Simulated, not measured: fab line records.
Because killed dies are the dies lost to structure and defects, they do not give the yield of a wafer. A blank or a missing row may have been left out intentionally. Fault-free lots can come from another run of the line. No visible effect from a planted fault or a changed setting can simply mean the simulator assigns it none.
Which tool was responsible? / flow nandHarc / at 1 step of a route of 1302, 12 lots with 36 wafers sampled

## WHAT THE GAUGES SHOWED, per wafer
NHARC_A_SGD_CUT_INSPECT_11.
lot=L075; measured=day 19 18:44; on=defectInspect-01; rawDefectCount=71 63 66
lot=L076; measured=day 20 01:59; on=defectInspect-02; rawDefectCount=112 94 119
lot=L080; measured=day 21 16:31; on=defectInspect-02; rawDefectCount=78 80 82
lot=L079; measured=day 22 00:35; on=defectInspect-01; rawDefectCount=110 110 96
lot=L082; measured=day 23 02:50; on=defectInspect-02; rawDefectCount=69 71 79
lot=L085; measured=day 23 09:19; on=defectInspect-02; rawDefectCount=15 17 10
lot=L089; measured=day 25 03:41; on=defectInspect-02; rawDefectCount=59 52 64
lot=L088; measured=day 25 04:52; on=defectInspect-01; rawDefectCount=65 50 57
lot=L091; measured=day 26 11:14; on=defectInspect-02; rawDefectCount=27 24 25
lot=L093; measured=day 27 07:14; on=defectInspect-01; rawDefectCount=81 61 62
lot=L096; measured=day 28 10:59; on=defectInspect-02; rawDefectCount=7 4 8
lot=L097; measured=day 29 00:03; on=defectInspect-02; rawDefectCount=102 91 82

## EACH LOT AND THE TOOL THAT RAN IT (in order: tool; ch and the chambers of the sampled wafers; start)
Record: no process step prior to these readings.

## THE ANSWER, worked out from the rows above alone
Rule: what is usual is taken from the lots themselves. Put in order of their means at a reading, lots are off if they are a third of the lots or fewer, leave a main group of 4 or more, and stand apart from it by a gap of 3 or more times the standard deviation of the main group's means; of several such gaps the widest counts. A main group whose means are all the same, to the digits that the tables above print for the reading, isn't used. Also off: a lot with no number at a reading for which 4 or more lots have one. Where the step has rows for the other lots, those lots are counted as sound.
No lot is off at any reading shown: from this, nothing can be told.

## WHAT THE SIMULATOR HAD INSERTED
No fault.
